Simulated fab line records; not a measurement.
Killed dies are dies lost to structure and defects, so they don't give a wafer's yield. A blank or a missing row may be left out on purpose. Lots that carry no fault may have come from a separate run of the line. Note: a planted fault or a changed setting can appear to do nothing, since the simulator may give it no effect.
Chamber matching    flow nand-harc    rie-diel-13 running NHARC_P_M2_DESCUM_14: 4 sister chambers
The step chemistry O2, time 3 s. 4 wafers are shown with their chamber, then 12 later ones without.

== WAFERS WITH THEIR CHAMBER ==
wafer   chamber  drypump-motor-current-A (A)
L089.4  1        5.9
L088.5  2        6.0
L092.2  3        6.0
L092.6  0        6.7

== WAFERS WHOSE CHAMBER IS MISSING ==
wafer   drypump-motor-current-A (A)
L091.2  6.1
L091.4  6.8
L091.6  6.7
L093.2  6.8
L093.3  6.1
L093.4  5.8
L095.2  6.0
L095.5  5.9
L095.6  6.0
L097.3  6.0
L097.4  6.8
L097.6  6.1

== EACH ONE'S CHAMBER ==
wafer   from the rows above           in truth
L091.2  can't be placed: 2 or 3 or 1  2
L091.4  0                             0
L091.6  0                             0
L093.2  0                             0
L093.3  can't be placed: 2 or 3 or 1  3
L093.4  can't be placed: 1 or 2 or 3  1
L095.2  can't be placed: 2 or 3 or 1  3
L095.5  can't be placed: 1 or 2 or 3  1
L095.6  can't be placed: 2 or 3 or 1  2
L097.3  can't be placed: 2 or 3 or 1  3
L097.4  0                             0
L097.6  can't be placed: 2 or 3 or 1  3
Placed correctly: 4 of 12. Can't be placed from these rows: 8 (the true chamber is among the candidates in 8). Number placed wrongly: 0.
How it was worked out, from the rows above alone: a wafer's distance from a chamber is the root of the sum, over the readings, of the square of ((its reading less the chamber's mean) divided by the reading's scatter). If the next closest chamber is less than 2 further off than the closest, the wafer can't be placed; otherwise it belongs to the closest. A chamber's mean is the mean of its shown wafers. The scatter: with one shown wafer a chamber, the root of the mean of the squares of how far each hidden wafer lies from its nearest shown one.
